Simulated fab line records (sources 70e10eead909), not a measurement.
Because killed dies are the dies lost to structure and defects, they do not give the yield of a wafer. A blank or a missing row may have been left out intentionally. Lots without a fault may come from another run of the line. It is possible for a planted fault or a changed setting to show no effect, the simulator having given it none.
Check of tool commonality || flow nand-harc || 33 wafers sampled across 11 lots

## THE REASON FOR OPENING IT
At NHARC_END_SORT_01 the reading sort_bin_2_pct is flagged on 2 of 11 lots. Fault-free wafers read 1.6 %, with a standard deviation of 0.67.
Rule: a lot is flagged when every wafer of it that has a number lies more than 4 standard deviations from that mean, or none has a number. The other lots count as sound.

{"lot": "L546", "measured": "day 19 06:15", "on": "prober-02", "sort_bin_2_pct (%), wafer by wafer": "1.2 1.0 0.9", "flag": ""}
{"lot": "L545", "measured": "day 19 07:01", "on": "prober-01", "sort_bin_2_pct (%), wafer by wafer": "1.0 0.4 0.4", "flag": ""}
{"lot": "L548", "measured": "day 19 19:38", "on": "prober-02", "sort_bin_2_pct (%), wafer by wafer": "1.9 1.5 0.7", "flag": ""}
{"lot": "L547", "measured": "day 20 04:15", "on": "prober-02", "sort_bin_2_pct (%), wafer by wafer": "0.9 0.7 1.2", "flag": ""}
{"lot": "L550", "measured": "day 20 14:37", "on": "prober-01", "sort_bin_2_pct (%), wafer by wafer": "2.2 2.1 1.3", "flag": ""}
{"lot": "L554", "measured": "day 21 13:43", "on": "prober-02", "sort_bin_2_pct (%), wafer by wafer": "0.7 0.7 1.2", "flag": ""}
{"lot": "L553", "measured": "day 21 14:29", "on": "prober-01", "sort_bin_2_pct (%), wafer by wafer": "2.8 2.8 2.2", "flag": ""}
{"lot": "L556", "measured": "day 21 20:42", "on": "prober-01", "sort_bin_2_pct (%), wafer by wafer": "1.2 1.9 1.2", "flag": ""}
{"lot": "L558", "measured": "day 22 07:37", "on": "prober-01", "sort_bin_2_pct (%), wafer by wafer": "2.7 2.8 1.3", "flag": ""}
{"lot": "L566", "measured": "day 24 20:20", "on": "prober-01", "sort_bin_2_pct (%), wafer by wafer": "98.1 96.0 96.9", "flag": "FLAGGED"}
{"lot": "L567", "measured": "day 25 03:21", "on": "prober-01", "sort_bin_2_pct (%), wafer by wafer": "96.9 96.3 97.0", "flag": "FLAGGED"}
Flagged lots average 96.9 %: +95.3 % relative to the usual, that is +99 or more standard deviations.

## WHICH TOOL EACH LOT WENT THROUGH
Before the reading, the record contains 3 process steps out of a 1159-step route. Each cell gives the tool, then ch followed by the chambers the sampled wafers passed through, then the start.
{"lot": "L546", "flag": "", "NHARC_A_M1_ETCH_15": "rie-diel-03 ch 0,2, day 18 00:04 or earlier", "NHARC_A_M1_ANNEAL_31": "rtp-anneal-01 ch 0, day 18 00:04", "NHARC_A_BONDPAD_ETCH_12": "rie-diel-06 ch 0,1, day 18 03:07"}
{"lot": "L545", "flag": "", "NHARC_A_M1_ETCH_15": "rie-diel-01 ch 0,1, day 17 16:26 or earlier", "NHARC_A_M1_ANNEAL_31": "rtp-anneal-01 ch 0, day 17 16:26", "NHARC_A_BONDPAD_ETCH_12": "rie-diel-06 ch 1,2, day 17 19:38"}
{"lot": "L548", "flag": "", "NHARC_A_M1_ETCH_15": "rie-diel-03 ch 1,2,3, day 18 05:43 or earlier", "NHARC_A_M1_ANNEAL_31": "rtp-anneal-02 ch 0, day 18 05:43", "NHARC_A_BONDPAD_ETCH_12": "rie-diel-06 ch 0,1,2, day 18 08:52"}
{"lot": "L547", "flag": "", "NHARC_A_M1_ETCH_15": "rie-diel-01 ch 0,2, day 18 00:46 or earlier", "NHARC_A_M1_ANNEAL_31": "rtp-anneal-01 ch 0, day 18 00:46", "NHARC_A_BONDPAD_ETCH_12": "rie-diel-02 ch 0,1,3, day 18 03:59"}
{"lot": "L550", "flag": "", "NHARC_A_M1_ETCH_15": "rie-diel-03 ch 0,2,3, day 19 03:04 or earlier", "NHARC_A_M1_ANNEAL_31": "rtp-anneal-02 ch 0, day 19 03:04", "NHARC_A_BONDPAD_ETCH_12": "rie-diel-06 ch 1,2,3, day 19 06:22"}
{"lot": "L554", "flag": "", "NHARC_A_M1_ETCH_15": "rie-diel-03 ch 1,2,3, day 20 02:05 or earlier", "NHARC_A_M1_ANNEAL_31": "rtp-anneal-02 ch 0, day 20 02:05", "NHARC_A_BONDPAD_ETCH_12": "rie-diel-02 ch 1,2,3, day 20 05:15"}
{"lot": "L553", "flag": "", "NHARC_A_M1_ETCH_15": "rie-diel-03 ch 0,2,3, day 20 01:47 or earlier", "NHARC_A_M1_ANNEAL_31": "rtp-anneal-01 ch 0, day 20 01:47", "NHARC_A_BONDPAD_ETCH_12": "rie-diel-06 ch 1,2, day 20 04:41"}
{"lot": "L556", "flag": "", "NHARC_A_M1_ETCH_15": "rie-diel-01 ch 1,2, day 20 10:28 or earlier", "NHARC_A_M1_ANNEAL_31": "rtp-anneal-01 ch 0, day 20 10:28", "NHARC_A_BONDPAD_ETCH_12": "rie-diel-06 ch 1,2, day 20 13:29"}
{"lot": "L558", "flag": "", "NHARC_A_M1_ETCH_15": "rie-diel-01 ch 1,3, day 20 19:59 or earlier", "NHARC_A_M1_ANNEAL_31": "rtp-anneal-01 ch 0, day 20 19:59", "NHARC_A_BONDPAD_ETCH_12": "rie-diel-11 ch 0,1,3, day 20 23:14"}
{"lot": "L566", "flag": "FLAGGED", "NHARC_A_M1_ETCH_15": "rie-diel-07 ch 0,1,2, day 23 11:32 or earlier", "NHARC_A_M1_ANNEAL_31": "rtp-anneal-02 ch 0, day 23 11:32", "NHARC_A_BONDPAD_ETCH_12": "rie-diel-02 ch 0,2,3, day 23 14:40"}
{"lot": "L567", "flag": "FLAGGED", "NHARC_A_M1_ETCH_15": "rie-diel-07 ch 0,1,2, day 23 13:23 or earlier", "NHARC_A_M1_ANNEAL_31": "rtp-anneal-01 ch 0, day 23 13:23", "NHARC_A_BONDPAD_ETCH_12": "rie-diel-02 ch 0,1,3, day 23 16:32"}
These steps, and what they do:
- NHARC_A_M1_ETCH_15: etches the open film in C4F8/Ar, target depth 182.5 nm, time 91.2 s.
- NHARC_A_M1_ANNEAL_31: time 90 s.
- NHARC_A_BONDPAD_ETCH_12: etches the open film in CHF3/O2, target depth 220 nm, time 110 s.
- NHARC_END_SORT_01

## FLAGGED OVER TOTAL, TOOL BY TOOL (the gauges that took the reading come last)
{"step": "NHARC_A_M1_ETCH_15", "tool": "rie-diel-01", "lots run": 4, "flagged": 0, "share of the flagged lots": "none", "sound lots run after its first flagged lot": "-"}
{"step": "NHARC_A_M1_ETCH_15", "tool": "rie-diel-03", "lots run": 5, "flagged": 0, "share of the flagged lots": "none", "sound lots run after its first flagged lot": "-"}
{"step": "NHARC_A_M1_ETCH_15", "tool": "rie-diel-07", "lots run": 2, "flagged": 2, "share of the flagged lots": "all", "sound lots run after its first flagged lot": 0}
{"step": "NHARC_A_M1_ANNEAL_31", "tool": "rtp-anneal-01", "lots run": 7, "flagged": 1, "share of the flagged lots": "some", "sound lots run after its first flagged lot": 0}
{"step": "NHARC_A_M1_ANNEAL_31", "tool": "rtp-anneal-02", "lots run": 4, "flagged": 1, "share of the flagged lots": "some", "sound lots run after its first flagged lot": 0}
{"step": "NHARC_A_BONDPAD_ETCH_12", "tool": "rie-diel-02", "lots run": 4, "flagged": 2, "share of the flagged lots": "all", "sound lots run after its first flagged lot": 0}
{"step": "NHARC_A_BONDPAD_ETCH_12", "tool": "rie-diel-06", "lots run": 6, "flagged": 0, "share of the flagged lots": "none", "sound lots run after its first flagged lot": "-"}
{"step": "NHARC_A_BONDPAD_ETCH_12", "tool": "rie-diel-11", "lots run": 1, "flagged": 0, "share of the flagged lots": "none", "sound lots run after its first flagged lot": "-"}
{"step": "NHARC_END_SORT_01", "tool": "prober-01", "lots run": 7, "flagged": 2, "share of the flagged lots": "all", "sound lots run after its first flagged lot": 0}
{"step": "NHARC_END_SORT_01", "tool": "prober-02", "lots run": 4, "flagged": 0, "share of the flagged lots": "none", "sound lots run after its first flagged lot": "-"}
NHARC_A_M1_ETCH_15 gives no start for some lots, so the hours and the order of its lots are those of NHARC_A_M1_ANNEAL_31.

## WHAT THE TABLE PERMITS
3 rows of the table ran every flagged lot: rie-diel-07 at NHARC_A_M1_ETCH_15, rie-diel-02 at NHARC_A_BONDPAD_ETCH_12, prober-01 at NHARC_END_SORT_01.
- rie-diel-07 at NHARC_A_M1_ETCH_15: 2 of its 2 lots flagged. With no sound lot run before its first flagged lot in this sample, there is nothing to narrow down the start.
- rie-diel-02 at NHARC_A_BONDPAD_ETCH_12: 2 of its 4 lots flagged. A fault beginning between L554 (day 20 05:15), its last sound lot, and L566 (day 23 14:40), its first flagged one, fits the data. Its own readings lie more than 4 standard deviations out on every wafer of the flagged lots: oes-product-au, rf-fwd-power-W.
- prober-01 at NHARC_END_SORT_01: 2 of its 7 lots flagged. A fault beginning between L558 (day 22 07:37), its last sound lot, and L566 (day 24 20:20), its first flagged one, fits the data.
Counting lots can't tell these 3 tools apart, because each fits a fault that began at some hour. More lots, or a look at what each step does to the wafer, might.

## WHAT THE SIMULATOR HAD PUT IN
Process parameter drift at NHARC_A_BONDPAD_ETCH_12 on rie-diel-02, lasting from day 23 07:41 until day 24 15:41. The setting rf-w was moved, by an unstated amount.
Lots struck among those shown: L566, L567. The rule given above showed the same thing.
